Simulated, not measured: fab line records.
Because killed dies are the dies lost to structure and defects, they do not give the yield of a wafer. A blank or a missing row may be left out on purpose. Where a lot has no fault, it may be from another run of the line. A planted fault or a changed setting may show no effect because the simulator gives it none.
Code-filled problem report in 8D (eight disciplines) form :: flow n5 finfet :: the parts of the form that need people (team, actions taken, sign-off) are left out

== 1. THE PROBLEM ==
Mean M7_ILD_THK at N5_BEOL_M7_THK_MEAS_01: 111.5 nm over 3 wafers in 2 lots; fault-free wafers: 155.0 nm, standard deviation 2.4. Relative to the usual mean, that is a shift of -18 standard deviations.
The first sign was on wafer L437.5 at day 12 15:55, on film metro-02. The record has a number at this step for 27 wafers belonging to 9 lots. Rule for "out", or "out of limits": more than 4 standard deviations from the usual mean. The other wafers with a number count as sound.

== 2. WHAT THIS IS AND IS NOT ==
question: which readings at this step
is: M7_ILD_THK
is not: -

question: which lots
is: L437, L439
is not: L428, L431, L433, L440, L444, L448, L449

question: which wafers of those lots
is: L437.5, L439.1, L439.5
is not: L437.2, L437.6, L439.2

question: read on which gauges
is: film metro-01, film metro-02
is not: -

question: when
is: from day 12 15:55
is not: up to then (11 sound wafers); but 13 sound wafers of L439, L440, L444, L448, L449 came after

== 3. SUSPECTS, AND WHAT RULES EACH OUT ==
Counting: if a tool at a process step up to the reading ran every lot that is out, it stays a suspect. Sound lots after the first of them don't rule it out here, since some wafers of a struck lot are sound.
- the gauge at N5_BEOL_M7_THK_MEAS_01: ruled out. 2 gauges (film metro-01, film metro-02) read the wafers that are out.
- uv cure-02 at N5_BEOL_M6_CURE_75 (cures SiCOH lowk, time 120 s): kept. It ran every lot that is out, first L437 (day 12 11:38); its last sound lot up to then is L431 (day 10 18:36).
- cmp-04 at N5_BEOL_M6_CMP_52 (polishes, stops on SiCOH lowk, t overpolish 6.9 s, target thk 80 nm): kept. It ran every lot that is out, first L437 (day 12 14:51); its last sound lot up to then is L428 (day 9 23:11).
- pecvd-03 at N5_BEOL_M7_ILD_DEP_00 (deposits SiCOH lowk from DEMS/porogen, target thk 179.75 nm, time 33.4 s): kept. It ran every lot that is out, first L437 (day 12 15:17); its last sound lot up to then is L431 (day 10 22:26).
- Within pecvd-03 at N5_BEOL_M7_ILD_DEP_00: the wafers that are out ran in chamber 2; their sound lot-mates ran in chambers 0, 1.
Left after counting: uv cure-02 at N5_BEOL_M6_CURE_75, cmp-04 at N5_BEOL_M6_CMP_52, pecvd-03 at N5_BEOL_M7_ILD_DEP_00.

== 4. THE CAUSE (what the simulator had put in) ==
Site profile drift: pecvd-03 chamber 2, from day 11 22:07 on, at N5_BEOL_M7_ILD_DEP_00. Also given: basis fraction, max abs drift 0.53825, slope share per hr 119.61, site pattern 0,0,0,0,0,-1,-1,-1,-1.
Of the 3 suspects that counting leaves, this tool is one.

== 5. THE EFFECT CHAIN, in route order ==
Rows list readings where the struck wafers' mean (over those with a number) sits beyond 3 standard deviations from the usual. Readings are gone through only where the record gives a usual standard deviation; hours: the median, over the lots, of the time from a lot's start at the first step in this table giving one to that lot's start at this step; sigmas: the change measured in usual standard deviations.
hours: 0
step: N5_BEOL_M7_THK_MEAS_01
reading: M7_ILD_THK
usual: 155.0 nm
on struck wafers: 111.5
change: -43.5
sigmas: -18

hours: 81
step: N5_PASSIVATION_PROBE_49
reading: defect limited yield
usual: 90.9 %
on struck wafers: 50.3
change: -40.6
sigmas: -31

hours: 81
step: N5_PASSIVATION_PROBE_49
reading: killed_at_M4_up
usual: 13
on struck wafers: 490
change: +477
sigmas: +94

hours: 81
step: N5_PASSIVATION_PROBE_49
reading: killed dies
usual: 107
on struck wafers: 586
change: +479
sigmas: +30

hours: 81
step: N5_PASSIVATION_PROBE_49
reading: killed on rim
usual: 14
on struck wafers: 152
change: +138
sigmas: +34

hours: 81
step: N5_PASSIVATION_PROBE_49
reading: sort n pass
usual: 1073
on struck wafers: 594
change: -479
sigmas: -30

hours: 81
step: N5_PASSIVATION_PROBE_49
reading: sort yield pct
usual: 90.9 %
on struck wafers: 50.3
change: -40.6
sigmas: -31
Process steps it contains:
- N5_PASSIVATION_PROBE_49

== 6. HOW IT WOULD HAVE BEEN CAUGHT EARLIER ==
Counted from the fault's start at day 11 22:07, it took 18 hours until the first out-of-limits reading at a measuring or inspecting step in this record, taken at day 12 15:55.
Tool readings at N5_BEOL_M7_ILD_DEP_00 with a usual standard deviation given in the record: none out on any struck wafer, hence no alarm at a limit of 4 standard deviations on them.
Of the lots that are out (2), L439 began N5_BEOL_M7_ILD_DEP_00 on pecvd-03 after day 12 15:55. A hold on the tool at that time would have spared it.
